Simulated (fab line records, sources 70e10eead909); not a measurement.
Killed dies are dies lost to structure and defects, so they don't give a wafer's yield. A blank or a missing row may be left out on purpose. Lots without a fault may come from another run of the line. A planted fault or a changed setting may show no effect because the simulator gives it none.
Chamber matching | flow nand_harc | NHARC_A_STAIRCASE_DEP_322 on pecvd-02: 3 sister chambers
The step deposits SiO2, target thk 7200 nm. 3 wafers are shown with their chamber, then 10 later ones without.

WAFERS WITH THEIR CHAMBER
wafer  | chamber | heater_power_w (W)
L088.4 | 0       | 764
L088.5 | 2       | 646
L090.5 | 1       | 609

WAFERS WITHOUT THEIR CHAMBER
wafer  | heater_power_w (W)
L090.6 | 643
L091.3 | 643
L091.4 | 575
L091.6 | 652
L095.1 | 923
L095.2 | 732
L095.5 | 783
L097.2 | 671
L097.3 | 784
L097.5 | 617

WHICH CHAMBER EACH WENT THROUGH
wafer  | from the rows above          | in truth
L090.6 | can't be placed: 2 or 1      | 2
L091.3 | can't be placed: 2 or 1      | 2
L091.4 | can't be placed: 1 or 2      | 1
L091.6 | can't be placed: 2 or 1 or 0 | 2
L095.1 | 0                            | 0
L095.2 | can't be placed: 0 or 2 or 1 | 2
L095.5 | 0                            | 0
L097.2 | can't be placed: 2 or 1 or 0 | 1
L097.3 | 0                            | 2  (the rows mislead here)
L097.5 | can't be placed: 1 or 2      | 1
Placed correctly: 2 of 10. Can't be placed from these rows: 7 (the true chamber is among the candidates in 7). Placed wrongly: 1.
How it was worked out, from the rows above alone: a wafer's distance from a chamber is the root of the sum, over the readings, of the square of ((its reading less the chamber's mean) divided by the reading's scatter). The wafer belongs to the nearest chamber; if the next one is less than 2 further off, it can't be placed. A chamber's mean is the mean of its shown wafers. The scatter: with one shown wafer a chamber, the root of the mean of the squares of how far each hidden wafer lies from its nearest shown one.
